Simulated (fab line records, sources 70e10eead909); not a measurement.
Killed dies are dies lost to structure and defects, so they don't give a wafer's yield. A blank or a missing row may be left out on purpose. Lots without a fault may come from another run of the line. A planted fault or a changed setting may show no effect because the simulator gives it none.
Chamber matching | flow nand_harc | NHARC_THIN_TSV_DEP_43 on pecvd-01: 3 sister chambers
The step deposits SiO2, target thk 1328.5 nm. 3 wafers are shown with their chamber, then 10 later ones without.

WAFERS WITH THEIR CHAMBER
wafer  | chamber | throttle_valve_pct (%)
L272.5 | 1       | 15.0
L274.1 | 2       | 16.2
L274.3 | 0       | 16.1

WAFERS WITHOUT THEIR CHAMBER
wafer  | throttle_valve_pct (%)
L274.6 | 15.2
L276.1 | 15.9
L276.2 | 15.4
L276.3 | 16.2
L280.1 | 15.5
L280.3 | 15.1
L280.5 | 16.3
L287.3 | 15.5
L287.4 | 16.5
L287.5 | 15.6

WHICH CHAMBER EACH WENT THROUGH
wafer  | from the rows above          | in truth
L274.6 | 1                            | 1
L276.1 | can't be placed: 0 or 2      | 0
L276.2 | can't be placed: 1 or 0 or 2 | 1
L276.3 | can't be placed: 2 or 0      | 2
L280.1 | can't be placed: 1 or 0 or 2 | 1
L280.3 | 1                            | 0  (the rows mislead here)
L280.5 | can't be placed: 2 or 0      | 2
L287.3 | can't be placed: 1 or 0 or 2 | 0
L287.4 | can't be placed: 2 or 0      | 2
L287.5 | can't be placed: 0 or 1 or 2 | 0
Placed correctly: 1 of 10. Can't be placed from these rows: 8 (the true chamber is among the candidates in 8). Placed wrongly: 1.
How it was worked out, from the rows above alone: a wafer's distance from a chamber is the root of the sum, over the readings, of the square of ((its reading less the chamber's mean) divided by the reading's scatter). The wafer belongs to the nearest chamber; if the next one is less than 2 further off, it can't be placed. A chamber's mean is the mean of its shown wafers. The scatter: with one shown wafer a chamber, the root of the mean of the squares of how far each hidden wafer lies from its nearest shown one.
